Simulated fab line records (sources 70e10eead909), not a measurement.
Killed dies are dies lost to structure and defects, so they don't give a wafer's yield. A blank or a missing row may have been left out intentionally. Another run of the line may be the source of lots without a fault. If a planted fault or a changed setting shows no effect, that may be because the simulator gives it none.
Chamber matching | flow nand-harc | 4 sister chambers for NHARC_A_STAIRCASE_TRIM_196 on rie-diel-11
The step chemistry O2, time 211.2 s. 4 wafers are shown with their chamber, then 8 later ones without.

EACH WAFER AND ITS CHAMBER
wafer  | chamber | drypump-motor-current-A (A)
L083.4 | 2       | 5.5
L086.5 | 0       | 5.3
L086.6 | 3       | 6.3
L088.2 | 1       | 6.4

WAFERS WITHOUT THEIR CHAMBER
wafer  | drypump-motor-current-A (A)
L088.3 | 6.3
L088.6 | 5.3
L091.3 | 5.3
L091.4 | 6.3
L091.5 | 5.6
L094.1 | 5.5
L094.3 | 6.3
L094.6 | 6.4

THE CHAMBER EACH PASSED THROUGH
wafer  | from the rows above | in truth
L088.3 | 3                   | 3
L088.6 | 0                   | 0
L091.3 | 0                   | 0
L091.4 | 3                   | 3
L091.5 | 2                   | 2
L094.1 | 2                   | 2
L094.3 | 3                   | 3
L094.6 | 1                   | 1
Correct placement for 8 of the 8. Number that these rows cannot place: 0. Placed wrongly: 0.
How it was worked out, from the rows above alone: a wafer's distance from a chamber is the root of the sum, over the readings, of the square of ((its reading less the chamber's mean) divided by the reading's scatter). The wafer belongs to the nearest chamber; if the next one is less than 2 further off, it can't be placed. Each chamber's mean is taken over the wafers shown for it. The scatter: with one shown wafer a chamber, the root of the mean of the squares of how far each hidden wafer lies from its nearest shown one.
